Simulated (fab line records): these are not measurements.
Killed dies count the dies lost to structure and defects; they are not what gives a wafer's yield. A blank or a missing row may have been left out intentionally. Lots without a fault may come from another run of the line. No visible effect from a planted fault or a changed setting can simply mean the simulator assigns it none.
Problem report, 8D (eight disciplines) form, completed by code    flow n5_finfet    the parts of the form that need people (team, actions taken, sign-off) are left out

1. PROBLEM STATEMENT
Wafers without a fault read 175.4 W, standard deviation 1.6; heater_power_total_W at N5_PMOS_HMC_CHANNEL_EPI_PEB_07 reads a mean of 184.3 W on 3 wafers belonging to 3 lots. Measured from the usual mean, that is +5.6 standard deviations.
The step: peb time 60 s.
Earliest sighting: wafer L530.2 on litho_track-01 at day 4 17:07. The record has a number at this step for 12 wafers belonging to 5 lots. Rule for "out" (also "out of limits"): further than 4 standard deviations from the usual mean. Any other wafer with a number is counted as sound.

2. WHAT IT IS AND WHAT IT IS NOT
question                     is                      is not
which readings at this step  heater_power_total_W    chill_plate_temp_C
which lots                   L530, L532, L533        L524, L528
which wafers of those lots   L530.2, L532.1, L533.1  L530.6, L532.4, L533.4
read on which tools          litho_track-01          litho_track-05
when                         from day 4 17:07        up to then (7 sound wafers); but 2 sound wafers of L532, L533 came after

3. WHAT RULES OUT EACH SUSPECT
Counting: any tool at a process step up to the reading remains a suspect provided it ran every lot that is out. Sound lots after the first of them don't rule it out here, since some wafers of a struck lot are sound.
- litho_track-01 at N5_PMOS_HMC_CHANNEL_EPI_PEB_07 (peb time 60 s): kept. It ran every lot that is out, first L530 (day 4 17:07); its last sound lot up to then is L524 (day 3 05:19). On those wafers its own readings are out: heater_power_total_W.
After counting, what remains is litho_track-01 at N5_PMOS_HMC_CHANNEL_EPI_PEB_07.

4. THE CAUSE (what the simulator had put in)
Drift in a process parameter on litho_track-01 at N5_PMOS_HMC_CHANNEL_EPI_PEB_07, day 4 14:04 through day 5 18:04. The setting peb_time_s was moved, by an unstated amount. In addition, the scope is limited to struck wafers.
Counting left only this tool.

5. THE CHAIN OF EFFECTS, in route order
Each row: a reading whose mean over the struck wafers that have a number lies more than 3 standard deviations from the usual. Only readings whose record carries a usual standard deviation are examined. hours: median over the lots of the time between each lot's start at the first step of this table that gives one and its start at this step. sigmas: the change, counted in usual standard deviations.
hours  step                            reading               usual    on struck wafers  change  sigmas
0      N5_PMOS_HMC_CHANNEL_EPI_PEB_07  heater_power_total_W  175.4 W  184.3             +8.9    +5.6
Process steps it contains:
- N5_PMOS_HMC_CHANNEL_EPI_PEB_07: peb time 60 s.
Later measuring or inspecting steps at which every struck wafer that the step has a row for has a number for every such reading, and none has moved that far: N5_PMOS_HMC_CHANNEL_EPI_CD_MEAS_09, N5_BEOL_M4_RC_MEAS_101.

6. HOW IT WOULD HAVE BEEN CAUGHT EARLIER
3 hours passed between the start of the fault at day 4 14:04 and the first reading out of limits in this record, taken at day 4 17:07.
